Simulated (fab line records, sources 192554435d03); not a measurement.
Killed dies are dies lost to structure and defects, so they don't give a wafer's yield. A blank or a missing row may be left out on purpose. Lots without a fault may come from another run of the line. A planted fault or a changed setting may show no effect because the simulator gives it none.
Split-lot experiment | flow n5_finfet | 7 lots, 21 wafers read, on a route of 1938 steps

THE SPLIT
At N5_BEOL_M9_EXPOSE_08 (exposes mask M9), the setting dose_mj was moved away from the recipe's 53.75 on 6 of the 21 wafers read, by -6.9% to +4.6%. The other wafers ran this setting at the recipe's value.

FROM THE SPLIT TO THE READING: what the file shows between them, 14 steps
- N5_BEOL_M9_PEB_09: peb time 60 s
- N5_BEOL_M9_DEVELOP_10: develop time 30 s
- N5_BEOL_M9_CD_MEAS_11: target cd 64.1 nm
- N5_BEOL_M9_DESCUM_16: chemistry O2, time 7.9 s (also split here: time_s)
- N5_BEOL_M9_ETCH_61: etches SiARC in CF4, target depth 39 nm, time 65 s
- N5_BEOL_M9_ETCH_62: etches SOC in N2/H2, target depth 110 nm, overetch 22 nm, time 165 s
- N5_BEOL_M9_STRIP_68: strips in N2/H2
- N5_BEOL_M9_HM_OPEN_17: chemistry Cl2/BCl3, target TiN, target depth 20 nm, overetch 6 nm
- N5_BEOL_M9_STRIP_19: strips in O2
- N5_BEOL_M9_CD_MEAS_18: pitch 140 nm, target cd 70 nm
- N5_BEOL_M9_COAT_63: time 60 s, resist thk 60 nm
- N5_BEOL_M9_COAT_64: time 60 s, resist thk 12 nm
- N5_BEOL_M9_PRECLEAN_42: cleans in residue remover, time 60 s
- N5_BEOL_M9_SRD_43: time 30 s

THE READING
cd_nm, in nm, at N5_BEOL_M9_CD_MEAS_35 (target cd 70 nm, target cd y 40 nm). Fault-free wafers of this fab line usually give 70.0 nm, standard deviation 0.65 nm.

wafer  | tool, chamber at the split | dose_mj as run | against the recipe | cd_nm, nm | against lot-mates on the recipe
L077.1 | arfi_scanner-01, 0         | 53.75          | recipe             | 71.9      | -
L077.2 | arfi_scanner-01, 0         | 53.75          | recipe             | 70.2      | -
L077.3 | arfi_scanner-01, 0         | 53.75          | recipe             | 71.2      | -
L081.1 | arfi_scanner-01, 0         | 55.21          | +2.7%              | 72.1      | +1.4
L081.4 | arfi_scanner-01, 0         | 53.75          | recipe             | 70.7      | -
L081.5 | arfi_scanner-01, 0         | 55.21          | +2.7%              | 72.1      | +1.4
L084.4 | arfi_scanner-02, 0         | 53.75          | recipe             | 70.5      | -
L084.5 | arfi_scanner-02, 0         | 53.75          | recipe             | 69.9      | -
L084.6 | arfi_scanner-02, 0         | 53.75          | recipe             | 70.8      | -
L086.1 | arfi_scanner-03, 0         | 50.04          | -6.9%              | 67.7      | -3.1
L086.3 | arfi_scanner-03, 0         | 53.75          | recipe             | 70.8      | -
L086.5 | arfi_scanner-03, 0         | 50.04          | -6.9%              | 66.5      | -4.3
L088.4 | arfi_scanner-01, 0         | 56.2           | +4.6%              | 72.3      | +1.8
L088.5 | arfi_scanner-01, 0         | 56.2           | +4.6%              | 72.0      | +1.5
L088.6 | arfi_scanner-01, 0         | 53.75          | recipe             | 70.5      | -
L091.1 | arfi_scanner-02, 0         | 53.75          | recipe             | 70.0      | -
L091.2 | arfi_scanner-02, 0         | 53.75          | recipe             | 69.5      | -
L091.5 | arfi_scanner-02, 0         | 53.75          | recipe             | 69.2      | -
L094.1 | arfi_scanner-02, 0         | 53.75          | recipe             | 69.5      | -
L094.3 | arfi_scanner-02, 0         | 53.75          | recipe             | 70.3      | -
L094.5 | arfi_scanner-02, 0         | 53.75          | recipe             | 69.2      | -

THE FIT
A straight line over all 21 wafers: cd_nm changes by +0.467 nm for each +1% of dose_mj; r = +0.88; the points scatter about the line by 0.71 nm.
The same after taking each lot's own level away (the mean of its wafers on the recipe; 21 wafers): +0.487 nm for each +1%; r = +0.94; scatter 0.48 nm.
On that fit, the largest move of dose_mj shifts the reading by 3.4 nm.
The lots' own levels span 69.57 to 71.10 nm, that is 2.4 times the standard deviation above.
So the lot-to-lot level changes the slope little: the two slopes agree.
Check: with one of the wafers moved furthest among these (-6.9%) left out of the fit, the line predicts -3.63 nm for it against its lot-mates. It came out at -3.1 nm against them.

OTHER SPLITS ON THESE WAFERS
These wafers also went through other splits before the reading. Each is held against what the fit with the lots' levels taken away leaves over:
other split on the same wafers | wafers away from the commonest value | r with cd_nm (lot level and that fit taken away)
N5_BEOL_M8_EXPOSE_25 dose_mj   | 7                                    | +0.13
N5_BEOL_M8_DESCUM_33 time_s    | 7                                    | -0.14
N5_BEOL_M9_DESCUM_16 time_s    | 10                                   | +0.23

THE WHOLE CHAIN: every reading that the file lists as answering this split, in the file's order
step                  | what it does                                       | reading                                                               | change (the file's fit)               | r (the file's)
N5_BEOL_M9_CD_MEAS_11 | target cd 64.1 nm                                  | cd_nm                                                                 | +0.469 nm for each +1% of the setting | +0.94
N5_BEOL_M9_ETCH_61    | etches SiARC in CF4, target depth 39 nm, time 65 s | BEOL_M9.cd_offset_nm (the simulator's own value, which no gauge read) | +0.483 nm for each +1% of the setting | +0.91
N5_BEOL_M9_CD_MEAS_18 | pitch 140 nm, target cd 70 nm                      | cd_nm                                                                 | +0.472 nm for each +1% of the setting | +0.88
N5_BEOL_M9_CD_MEAS_35 | target cd 70 nm, target cd y 40 nm                 | cd_nm                                                                 | +0.49 nm for each +1% of the setting  | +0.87

THE FILE'S OWN FIT
cd_nm changes by +0.49 nm for each +1% of dose_mj, r = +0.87.
